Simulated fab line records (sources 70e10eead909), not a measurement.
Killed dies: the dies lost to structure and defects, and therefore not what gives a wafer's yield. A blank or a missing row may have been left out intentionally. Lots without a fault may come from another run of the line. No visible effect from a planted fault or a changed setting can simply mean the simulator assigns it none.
fab line records	flow nandHarc
record: lots: 6	wafers: 17	lastDay: 24
route steps=1159 shown A_SLIT@799 A_SIN_REMOVE@804 A_WL_FILL@809 END@1159
lots that met no fault: taken from a fault-free run of the same line
startH: the number of hours between the record's first day and the start of the first shown wafer of the lot	waitH: time in hours since the lot's previous step	" same as the row above	L1.1+2: several wafers, shown together as one row	- no value, or no start given	* or withheld: withheld	< > ~ a bound
route shown NAME@n: NAME is a module with steps in the file, n the number in the route of the first one	usual: the fault-free wafers' mean and standard deviation	same: alike in all rows	chamber/n: place in a boat	sites: the reading at each site	_std_site: the values' standard deviation	_edge_site: outer sites' mean less inner sites'	radiusMm: how far each site lies from the wafer's centre	mask NAME#n: copy n	behind: the most recent tool/chamber to have shaped the wafer	hold: cause of the lot's hold/its duration in hours/its outcome	device: which transistor (n, p or np) failed to switch	end of line: tests run on the same wafers once the route is complete	where a step has no rows: the recipe by itself	killed: not the wafer's yield, but the dies lost to structure and defects at the first sort	map: per-die view of a wafer (x killed, . not killed, _ where there is no die)
set.NAME: setting as actually run; set.NAME@STEP: the setting as run at that earlier step	model.NAME: the simulator's own value behind a step, which no gauge read
lots seen at some steps along the route; tables by step, rows by wafer
services: when a tool's chamber went out of use (startH, in hours from the record's first day, below 0 if earlier), for how many hours, and the reason
== steps ==
step: NHARC_A_SLIT_ETCH_29
recipe: targetDepthA: 1000	overetchA: 100	timeS: 55	ionEnergyEv: 100	cf4FlowSccm: 80	o2FlowSccm: 20	arFlowSccm: 0	rfW: 300	biasW: 100	chemistry: CF4/O2
usual: cf4FlowSccm: 80.00/0.22	drypumpMotorCurrentA: 5.8/0.45	oesProductAu: 1.003/0.0074	rfVppV: 197.7/1.2	showerheadPlenumPTorr: 1.33/0.041	throttleValvePct: 13.397/0.0086
lot.wafer	tool	chamber	startH	waitH	cf4FlowSccm	drypumpMotorCurrentA	oesProductAu	rfHoursCounterH	rfVppV	showerheadPlenumPTorr	throttleValvePct
L987.3	rieDiel-12	1	354.72	0.1	80.07	5.2	1.016	11	199.0	1.35	13.390
L987.6	"	0	"	"	79.47	6.5	1.010	-	197.9	1.29	13.402
L987.5	"	1	"	"	80.24	5.2	1.013	-	196.0	1.35	13.383
L986.1	rieDiel-02	3	354.75	0.1	80.09	5.9	0.998	1	199.5	1.41	13.404
L986.6	"	0	"	"	80.20	5.4	1.003	-	196.8	1.29	13.400
L986.5	"	1	"	"	80.08	6.4	0.991	-	198.8	1.35	13.385
L985.1	rieDiel-12	3	356.38	0.1	79.97	6.0	0.998	10	198.9	1.35	13.402
L985.6	"	3	"	"	79.74	5.9	1.002	-	197.0	1.35	13.400
L985.5	"	0	"	"	79.74	6.4	1.006	-	197.5	1.29	13.395
L100.1	rieDiel-12	1	440.21	0.1	79.59	5.2	1.015	5	199.0	1.35	13.401
L100.5	"	3	"	"	79.94	5.9	0.997	-	197.7	1.35	13.402
L103.2	rieDiel-03	0	451.37	0.1	79.78	6.1	1.013	4	197.2	1.30	13.392
L103.5	"	3	"	"	80.04	6.1	1.014	-	197.7	1.35	13.407
L103.6	"	0	"	"	80.17	6.1	1.005	-	196.7	1.30	13.404
L102.2	rieDiel-12	0	451.96	0.1	80.08	6.5	1.006	5	195.7	1.29	13.406
L102.6	"	2	"	"	80.08	5.4	0.997	-	195.9	1.24	13.394
L102.5	"	3	"	"	80.28	6.0	0.997	-	199.1	1.35	13.389
step: NHARC_A_SLIT_STRIP_18
recipe: o2FlowSccm: 500	arFlowSccm: 0	biasW: 0	chemistry: O2
usual: drypumpMotorCurrentA: 5.8/0.46	oesProductAu: 1.003/0.0069	rfVppV: 57.9/0.83	showerheadPlenumPTorr: 3.52/0.11	throttleValvePct: 17.038/0.0087
lot.wafer	tool	chamber	startH	waitH	drypumpMotorCurrentA	oesProductAu	rfHoursCounterH	rfVppV	showerheadPlenumPTorr	throttleValvePct
L986.1	rieDiel-02	2	-	-	5.8	1.001	1	59.0	3.59	17.047
L986.6	"	2	"	"	5.9	1.002	-	58.9	3.59	17.035
L986.5	"	3	"	"	5.9	0.993	-	59.7	3.72	17.024
L987.3	rieDiel-12	0	-	-	6.5	1.003	12	57.7	3.41	17.043
L987.5	"	1	"	"	5.2	1.009	-	58.6	3.56	17.034
L987.6	"	2	"	"	5.4	0.999	-	58.4	3.30	17.045
L985.1	rieDiel-12	1	-	-	5.2	0.993	11	57.6	3.56	17.032
L985.5	"	2	"	"	5.4	1.010	-	56.7	3.30	17.026
L985.6	"	3	"	"	5.9	0.990	-	56.9	3.56	17.038
L100.1	rieDiel-12	2	-	-	5.4	1.000	3	57.2	3.29	17.040
L100.5	"	0	"	"	6.4	0.995	-	58.4	3.41	17.036
L103.2	rieDiel-03	2	-	-	5.9	1.011	4	56.7	3.52	17.040
L103.5	"	0	"	"	6.1	1.009	-	57.9	3.44	17.042
L103.6	"	1	"	"	5.0	1.010	-	59.1	3.66	17.038
L102.2	rieDiel-12	0	-	-	6.5	1.007	5	57.1	3.41	17.025
L102.6	"	1	"	"	5.2	1.001	-	57.9	3.56	17.035
L102.5	"	2	"	"	5.4	0.999	-	57.8	3.29	17.042
step: NHARC_A_SLIT_PRECLEAN_19
recipe: timeS: *	tempC: 50	bathAgeMin: 0	chemistry: SC1
step: NHARC_A_SLIT_SRD_20
step: NHARC_A_SLIT_CD_MEAS_21
usual: cdNm: 289.6/0.66
lot.wafer	tool	chamber	startH	waitH	cdNm
L987.3	cdSem-03	-	355.25	-	290.4
L987.5	"	-	"	"	289.9
L987.6	"	-	"	"	290.1
L986.1	cdSem-01	-	355.28	-	289.7
L986.5	"	-	"	"	290.1
L986.6	"	-	"	"	289.9
L985.1	cdSem-03	-	356.92	-	290.0
L985.5	"	-	"	"	289.4
L985.6	"	-	"	"	290.4
L100.1	cdSem-02	-	440.72	-	288.5
L100.5	"	-	"	"	288.9
L103.2	cdSem-03	-	451.90	-	289.2
L103.5	"	-	"	"	290.0
L103.6	"	-	"	"	289.4
L102.2	cdSem-01	-	452.48	-	289.4
L102.5	"	-	"	"	289.4
L102.6	"	-	"	"	289.3
step: NHARC_A_SIN_REMOVE_WET_00
recipe: tempC: 160	timeS: 15300	chemistry: H3PO4
step: NHARC_A_SIN_REMOVE_PRECLEAN_01
recipe: timeS: *	tempC: 50	bathAgeMin: 0	chemistry: SC1
step: NHARC_A_SIN_REMOVE_SRD_02
step: NHARC_A_SIN_REMOVE_INSPECT_04
usual: rawDefectCount: 274/69
lot.wafer	tool	chamber	startH	waitH	rawDefectCount
L987.3	defectInspect-01	-	362.96	0.0	325
L987.5	"	-	"	"	307
L987.6	"	-	"	"	318
L985.1	defectInspect-02	-	362.98	0.0	190
L985.5	"	-	"	"	218
L985.6	"	-	"	"	227
L986.1	defectInspect-02	-	363.01	0.0	209
L986.5	"	-	"	"	246
L986.6	"	-	"	"	285
L100.1	defectInspect-02	-	446.65	0.0	293
L100.5	"	-	"	"	377
L103.2	defectInspect-02	-	458.51	0.0	296
L103.5	"	-	"	"	468
L103.6	"	-	"	"	229
L102.2	defectInspect-01	-	458.51	0.0	379
L102.5	"	-	"	"	534
L102.6	"	-	"	"	375
step: NHARC_A_WL_FILL_ALD_00
recipe: targetThkA: 30	pulseTimeS: 3	aldCycles: 30	tempC: 300	material: Al2O3
usual: aldCycles: 30/0	heaterPowerW: 485/37	precursorPulseHeightRel: 1.000/0.021
lot.wafer	tool	chamber	startH	waitH	aldCycles	heaterPowerW	precursorPulseHeightRel
L985.1	aldHk-01	0	363.05	0.1	30	451	1.035
L985.6	"	0	"	"	30	457	0.997
L985.5	"	1	"	"	30	466	0.995
L987.3	aldHk-04	0	363.06	0.1	30	504	1.032
L987.6	"	3	"	"	30	573	0.990
L987.5	"	0	"	"	30	497	0.988
L986.1	aldHk-02	0	363.16	0.1	30	407	1.041
L986.6	"	1	"	"	30	497	1.018
L986.5	"	2	"	"	30	473	1.010
L100.1	aldHk-01	3	446.77	0.1	30	466	0.999
L100.5	"	2	"	"	30	479	1.020
L103.2	aldHk-01	1	459.17	0.7	30	456	0.994
L103.5	"	1	"	"	30	459	1.000
L103.6	"	2	"	"	30	474	1.036
L102.2	aldHk-04	2	459.21	0.7	30	514	0.984
L102.6	"	2	"	"	30	519	0.996
L102.5	"	3	"	"	30	566	1.004
step: NHARC_A_WL_FILL_RTA_01
recipe: tempC: 1000	timeS: 5
usual: lampPowerPct: 31.2/3	lamp_zone_4_pct: 31.2/3	wafer_temp_C_max: 1004.3/0.81
lot.wafer	tool	chamber	startH	waitH	lampPowerPct	lamp_zone_4_pct	wafer_temp_C_max
L987.3	rtpAnneal-01	0	363.35	-	34.2	34.2	1004.2
L987.5	"	0	"	"	34.2	34.2	1005.4
L987.6	"	0	"	"	34.2	34.2	1005.4
L985.1	rtpAnneal-01	0	363.46	-	34.2	34.1	1004.1
L985.5	"	0	"	"	34.2	34.2	1005.2
L985.6	"	0	"	"	34.2	34.2	1004.7
L986.1	rtpAnneal-02	0	363.60	-	28.2	28.2	1005.2
L986.5	"	0	"	"	28.2	28.2	1004.7
L986.6	"	0	"	"	28.2	28.1	1004.7
L100.1	rtpAnneal-02	0	446.98	-	28.2	28.2	1003.7
L100.5	"	0	"	"	28.2	28.2	1003.9
L102.2	rtpAnneal-02	0	459.51	-	28.2	28.2	1003.8
L102.5	"	0	"	"	28.2	28.2	1004.6
L102.6	"	0	"	"	28.2	28.2	1003.8
L103.2	rtpAnneal-02	0	459.68	0.5	28.2	28.2	1004.1
L103.5	"	0	"	"	28.2	28.2	1005.0
L103.6	"	0	"	"	28.2	28.2	1004.7
step: NHARC_A_WL_FILL_ALD_02
recipe: targetThkA: 20	pulseTimeS: 3	aldCycles: 100	tempC: 450	material: TiN
usual: aldCycles: 100/0	heaterPowerW: 1124/120	precursorPulseHeightRel: 1.002/0.019
lot.wafer	tool	chamber	startH	waitH	aldCycles	heaterPowerW	precursorPulseHeightRel
L987.3	aldMetal-02	0	363.51	0.1	100	880	0.984
L987.6	"	0	"	"	100	853	1.002
L987.5	"	1	"	"	100	1152	1.034
L985.1	aldMetal-04	0	363.68	0.2	100	1321	0.980
L985.5	"	0	"	"	100	1387	1.003
L985.6	"	1	"	"	100	1273	0.986
L986.1	aldMetal-03	3	363.86	0.2	100	1034	0.997
L986.6	"	2	"	"	100	1183	1.012
L986.5	"	1	"	"	100	1061	1.015
L100.1	aldMetal-02	2	447.27	0.3	100	1062	0.979
L100.5	"	0	"	"	32	907	0.965
L102.2	aldMetal-02	1	459.70	0.2	100	1127	0.954
L102.5	"	1	"	"	32	1119	1.019
L102.6	"	2	"	"	100	1043	1.025
L103.2	aldMetal-03	0	459.87	0.2	100	1042	1.013
L103.6	"	0	"	"	100	1043	0.992
L103.5	"	1	"	"	100	1080	1.002
step: NHARC_END_SORT_01
recipe: tempC: 25
usual: killedAtArray: 27/10	killedAtOther: 0.6/1	killedAtPeriphery: 3.4/2.7	killedDies: 31/9.7	killedOpen: 3.4/1.7	killedShort: 2.2/1.5
same: grossDies: 677
lot.wafer	tool	chamber	startH	waitH	killedAtArray	killedAtOther	killedAtPeriphery	killedDies	killedOpen	killedShort
L987.3	prober-02	0	475.49	3.1	12	2	3	17	8	2
L987.5	prober-02	0	477.10	3.7	17	0	0	17	3	3
L987.6	prober-02	0	477.90	4.0	14	0	4	18	4	2
L100.5	prober-01	0	566.02	3.8	677	0	0	677	3	2
L102.5	prober-02	0	578.02	3.7	673	0	4	677	4	0
killed by level:class
L987.3 A_CONTACT:geometricParticle:open=3 P_GATE:chamberFilmFlake=2 A_ONON_D1:geometricParticle:short=1 A_ONON_D1:geometricParticle:open=1 A_CHANNEL_FILL_D1:geometricParticle:open=1 A_M0:geometricParticle:open=1 A_BONDPAD:geometricParticle:open=1 STARTING-WAFER:geometricParticle:open=1
L987.5 A_STAIRCASE:chamberFilmFlake=5 A_CHANNEL_HOLE_D1:chamberFilmFlake=4 A_CONTACT:geometricParticle:open=2 A_ONON_D1:geometricParticle:short=1 A_WL_FILL:geometricParticle:short=1 A_BLC:geometricParticle:open=1 A_M0:geometricParticle:short=1 A_SLIT:chamberFilmFlake=1
L987.6 A_CHANNEL_HOLE_D1:chamberFilmFlake=5 A_STAIRCASE:chamberFilmFlake=2 P_CONTACT:geometricParticle:short=1 P_M0:geometricParticle:open=1 A_SOURCE_PLATE:geometricParticle:open=1 A_CHANNEL_HOLE_D1:geometricParticle:short=1 A_CONTACT:geometricParticle:open=1 A_BLC:geometricParticle:open=1
L100.5 A_WL_FILL:areaAld=650 A_CHANNEL_HOLE_D1:chamberFilmFlake=18 A_WL_FILL:geometricParticle:short=2 A_ONON_D1:geometricParticle:open=1 A_CHANNEL_FILL_D1:geometricParticle:open=1 A_WL_FILL:geometricParticle:open=1 A_SLIT:chamberFilmFlake=1 A_CHANNEL_FILL_D1:chamberFilmFlake=1
L102.5 A_WL_FILL:areaAld=630 A_SLIT:chamberFilmFlake=21 A_CHANNEL_HOLE_D1:chamberFilmFlake=15 A_CONTACT:chamberFilmFlake=3 P_GATE:geometricParticle:open=1 P_M2:geometricParticle:open=1 A_BLC:geometricParticle:open=1 A_M0:geometricParticle:open=1
map L100.5 (x killed, . not)
____________x____________
_________xxxxxxx_________
_______xxxxxxxxxxx_______
______xxxxxxxxxxxxx______
_____xxxxxxxxxxxxxxx_____
____xxxxxxxxxxxxxxxxx____
____xxxxxxxxxxxxxxxxx____
___xxxxxxxxxxxxxxxxxxx___
___xxxxxxxxxxxxxxxxxxx___
__xxxxxxxxxxxxxxxxxxxxx__
__xxxxxxxxxxxxxxxxxxxxx__
_xxxxxxxxxxxxxxxxxxxxxxx_
_xxxxxxxxxxxxxxxxxxxxxxx_
_xxxxxxxxxxxxxxxxxxxxxxx_
_xxxxxxxxxxxxxxxxxxxxxxx_
_xxxxxxxxxxxxxxxxxxxxxxx_
xxxxxxxxxxxxxxxxxxxxxxxxx
xxxxxxxxxxxxxxxxxxxxxxxxx
xxxxxxxxxxxxxxxxxxxxxxxxx
xxxxxxxxxxxxxxxxxxxxxxxxx
xxxxxxxxxxxxxxxxxxxxxxxxx
_xxxxxxxxxxxxxxxxxxxxxxx_
_xxxxxxxxxxxxxxxxxxxxxxx_
_xxxxxxxxxxxxxxxxxxxxxxx_
_xxxxxxxxxxxxxxxxxxxxxxx_
_xxxxxxxxxxxxxxxxxxxxxxx_
__xxxxxxxxxxxxxxxxxxxxx__
__xxxxxxxxxxxxxxxxxxxxx__
___xxxxxxxxxxxxxxxxxxx___
___xxxxxxxxxxxxxxxxxxx___
____xxxxxxxxxxxxxxxxx____
____xxxxxxxxxxxxxxxxx____
_____xxxxxxxxxxxxxxx_____
______xxxxxxxxxxxxx______
_______xxxxxxxxxxx_______
_________xxxxxxx_________
____________x____________
map L102.5 (x killed, . not)
____________x____________
_________xxxxxxx_________
_______xxxxxxxxxxx_______
______xxxxxxxxxxxxx______
_____xxxxxxxxxxxxxxx_____
____xxxxxxxxxxxxxxxxx____
____xxxxxxxxxxxxxxxxx____
___xxxxxxxxxxxxxxxxxxx___
___xxxxxxxxxxxxxxxxxxx___
__xxxxxxxxxxxxxxxxxxxxx__
__xxxxxxxxxxxxxxxxxxxxx__
_xxxxxxxxxxxxxxxxxxxxxxx_
_xxxxxxxxxxxxxxxxxxxxxxx_
_xxxxxxxxxxxxxxxxxxxxxxx_
_xxxxxxxxxxxxxxxxxxxxxxx_
_xxxxxxxxxxxxxxxxxxxxxxx_
xxxxxxxxxxxxxxxxxxxxxxxxx
xxxxxxxxxxxxxxxxxxxxxxxxx
xxxxxxxxxxxxxxxxxxxxxxxxx
xxxxxxxxxxxxxxxxxxxxxxxxx
xxxxxxxxxxxxxxxxxxxxxxxxx
_xxxxxxxxxxxxxxxxxxxxxxx_
_xxxxxxxxxxxxxxxxxxxxxxx_
_xxxxxxxxxxxxxxxxxxxxxxx_
_xxxxxxxxxxxxxxxxxxxxxxx_
_xxxxxxxxxxxxxxxxxxxxxxx_
__xxxxxxxxxxxxxxxxxxxxx__
__xxxxxxxxxxxxxxxxxxxxx__
___xxxxxxxxxxxxxxxxxxx___
___xxxxxxxxxxxxxxxxxxx___
____xxxxxxxxxxxxxxxxx____
____xxxxxxxxxxxxxxxxx____
_____xxxxxxxxxxxxxxx_____
______xxxxxxxxxxxxx______
_______xxxxxxxxxxx_______
_________xxxxxxx_________
____________x____________
== services ==
tool	chamber	startH	hours	kind
rieDiel-12	0	333.91	-	clean
rieDiel-12	1	333.91	-	clean
rieDiel-12	2	333.91	-	clean
rieDiel-12	3	333.91	-	clean
aldMetal-03	2	335.50	24.2	repair
rieDiel-03	3	336.16	1.8	repair
aldMetal-03	0	338.53	30.3	repair
rieDiel-03	0	341.24	4.9	repair
rieDiel-03	0	348.67	7.3	repair
rieDiel-12	0	358.50	-	clean
rieDiel-12	1	358.50	-	clean
aldHk-04	-	364.00	10.0	pm
aldMetal-02	-	364.00	10.0	pm
aldHk-04	-	378.47	0.8	repair
rieDiel-12	-	379.40	9.0	pm
aldMetal-02	3	385.38	2.7	repair
rieDiel-03	-	392.40	9.0	pm
rieDiel-12	2	393.62	16.4	repair
rieDiel-02	1	396.42	7.7	repair
rieDiel-12	3	406.67	15.5	repair
rieDiel-02	0	408.33	7.3	repair
aldMetal-03	2	423.43	4.2	repair
aldHk-02	-	430.89	0.7	repair
rieDiel-03	3	440.27	8.7	repair
== key ==
firstSign: step: NHARC_A_WL_FILL_ALD_02	reading: aldCycles	direction: down	sigmas: 99+	usual: 100	struck: 32
effect: step: NHARC_END_SORT_01	reading: killedDies	direction: up	sigmas: 67	usual: 31	struck: 677
moreKillsBornAt: NHARC_A_WL_FILL_ALD_02@aldMetal-02: 1280
metAt NHARC_A_WL_FILL_ALD_02
struckWafers L100.5,L102.5
laterRowsLeftOut L100.5,L102.5
testerLeftOut L100,L102
onsetBetween 363.51 447.27
fault: kind: processParameterDrift	tool: aldMetal-02	chamber: -	onsetH: 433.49	steps: NHARC_A_WL_FILL_ALD_02	channel: aldCycles	offset: -68	shape: step	endH: 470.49	scope: struckWafersOnly	actsIn: theseRecipesOnly	stated: 100
testerLeftOut: of these lots the tester's yield and bins aren't shown, on N5 and GAA mostly nor the transistor test; their killed dies are dies lost to structure and defects alone, not to doping, threshold or leakage, so they don't give the yield
laterRowsLeftOut: the simulator's readings of these wafers behind a module that went badly wrong aren't trusted and aren't shown, but for the sort
